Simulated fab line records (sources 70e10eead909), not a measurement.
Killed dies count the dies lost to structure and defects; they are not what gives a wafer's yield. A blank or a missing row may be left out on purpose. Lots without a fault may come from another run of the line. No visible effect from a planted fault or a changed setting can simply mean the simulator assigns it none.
Matching of chambers ; flow nand harc ; rie diel-04 running NHARC_A_CHANNEL_FILL_D1_ETCHBACK_20: 4 sister chambers
The step etches the open film in C4F8/O2/Ar, target depth 27 nm, time 13.5 s. 8 wafers are shown with their chamber, then 10 later ones without.

WAFERS PAIRED WITH THEIR CHAMBERS
wafer;chamber;rf vpp V (V);oes product au (a.u.)
L084.5;2;984;0.93
L088.1;1;980;1.00
L088.5;0;970;1.01
L086.2;3;979;0.93
L086.3;1;982;0.92
L086.5;2;985;0.93
L092.1;0;971;1.02
L092.5;3;978;0.99

WAFERS WITHOUT THEIR CHAMBER
wafer;rf vpp V (V);oes product au (a.u.)
L092.6;970;1.01
L093.1;970;1.01
L093.3;980;1.00
L093.5;971;1.01
L095.1;969;0.94
L095.2;984;0.94
L095.5;985;0.94
L096.1;980;0.99
L096.2;984;1.00
L096.3;980;1.00

CHAMBER TAKEN BY EACH
wafer;from the rows above;in truth
L092.6;0;0
L093.1;0;0
L093.3;can't be placed: 1 or 3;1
L093.5;0;0
L095.1;0;0
L095.2;2;2
L095.5;2;2
L096.1;can't be placed: 1 or 3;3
L096.2;can't be placed: 2 or 1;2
L096.3;can't be placed: 1 or 3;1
Placed correctly: 6 of 10. Cannot be placed on the basis of these rows: 4; the candidates contain the true chamber in 4. Wrongly placed: 0.
How it was worked out, from the rows above alone: a wafer's distance from a chamber is the root of the sum, over the readings, of the square of ((its reading less the chamber's mean) divided by the reading's scatter). If the next closest chamber is less than 2 further off than the closest, the wafer can't be placed; otherwise it belongs to the closest. A chamber's mean is the mean of its shown wafers. The scatter: take each reading less its chamber's mean, square it, sum over the shown wafers, divide by the number of wafers less the number of chambers, and take the root.
